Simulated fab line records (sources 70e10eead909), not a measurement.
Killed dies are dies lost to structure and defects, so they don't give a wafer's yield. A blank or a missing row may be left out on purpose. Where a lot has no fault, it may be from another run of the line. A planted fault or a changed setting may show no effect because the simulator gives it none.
Comparing a struck lot with a sound one    flow nand harc    14 out of 1302 route steps
Sound: the wafers L669.1, L669.2, L669.6. Struck: wafers L682.3, L682.5, L682.6. The cause is given at the end.
At each step with rows: each side's tool, then ch and its chambers, then its first start. Under that, the readings that differ: sound wafers    struck wafers    difference of the means    sigmas: that difference in standard deviations of wafers without a fault.
alike: readings whose means differ by less than 2 such deviations, and words and numbers that are the same on both sides. not compared: withheld readings, readings that some wafer has no value for, bounds like >300 that may hide the same value, and numbers for which the record gives no deviation and whose values overlap.
Wherever a step has rows on one side only, a row that says differs or no value, or a row with sigmas, the two part there. Non-overlapping numbers with no deviation appear without sigmas and do not part them. A reading that every wafer of one side lacks parts them only if that side has two wafers or more.

NHARC_A_ONON_D2_THK_MEAS_21: measures by ellipsometry.
  sound: film metro-01 at day 15 02:21; struck: film metro-01 at day 20 09:57
reading      sound           struck       difference  sigmas
thk nm (nm)  1011 1011 1011  989 989 987  -23         -2
then NHARC_A_ONON_D2_DEP_22 (target thk 1000 nm), 1 step lacking rows for these wafers.
NHARC_A_ONON_D2_THK_MEAS_24: measures by ellipsometry.
  sound: film metro-02 at day 15 02:55; struck: film metro-02 at day 20 10:31
  alike: thk nm
then NHARC_A_ONON_D2_DEP_25 (target thk 1000 nm), 1 step lacking rows for these wafers.
NHARC_A_ONON_D2_THK_MEAS_27: measures by ellipsometry.
  sound: film metro-02 at day 15 03:29; struck: film metro-02 at day 20 11:04
  alike: thk nm
then NHARC_A_ONON_D2_DEP_28 (target thk 1000 nm), 1 step lacking rows for these wafers.
NHARC_A_ONON_D2_THK_MEAS_30: measures by ellipsometry.
  sound: film metro-01 at day 15 04:03; struck: film metro-02 at day 20 11:38
  alike: thk nm
NHARC_A_ONON_D2_DEP_33: deposits SiO2, target thk 200 nm.
  sound on pecvd-04 ch 1,2, day 15 04:07; struck on pecvd-03 ch 0,1,2, day 20 11:44
  alike: chamber pressure Torr, heater power outer w, heater power w, rf fwd power W, susceptor temp C, throttle valve pct
  not compared: since wet clean h
NHARC_A_ONON_D2_THK_MEAS_34: measures by ellipsometry.
  sound: film metro-02 at day 15 04:31; struck: film metro-01 at day 20 12:06
  alike: thk nm
NHARC_A_ONON_D2_INSPECT_32:
  sound: defect inspect-01 at day 15 04:36; struck: defect inspect-01 at day 20 12:11
  alike: raw defect count
NHARC_A_CHANNEL_HOLE_D2_DEP_00: deposits aC, target thk 3100 nm.
  sound on acl dep-03 ch 0, day 15 04:40; struck on acl dep-02 ch 0, day 20 13:08
  alike: throttle valve pct
  not compared: susceptor temp C
NHARC_A_CHANNEL_HOLE_D2_DEP_01: deposits SiON, target thk 140 nm.
  sound on pecvd-04 ch 1,2, day 15 06:35; struck on pecvd-01 ch 0,2, day 20 14:26
reading             sound              struck             difference  sigmas
rf fwd power W (W)  349.4 348.7 348.6  403.0 406.1 403.3  +55.2       +46
  alike: chamber pressure Torr, heater power outer w, heater power w, susceptor temp C
  not compared: since wet clean h
then, 1 step without rows for these wafers: NHARC_A_CHANNEL_HOLE_D2_DEHYDRATE_02 (time 120 s).
-- record jumps: 11 days between struck wafers' starts before vs after; left off in module A_CHANNEL_HOLE_D2, resumes in module END, first step shown is number 1302 of the route --
NHARC_END_SORT_01:
  here the record holds rows for the struck wafers (prober-02 ch 0, day 31 20:21) but none for the sound ones

== WHERE THEY PART ==
Earliest at NHARC_A_ONON_D2_THK_MEAS_21; latest, in this record, at NHARC_END_SORT_01.

WHY: what had been put in by the simulator
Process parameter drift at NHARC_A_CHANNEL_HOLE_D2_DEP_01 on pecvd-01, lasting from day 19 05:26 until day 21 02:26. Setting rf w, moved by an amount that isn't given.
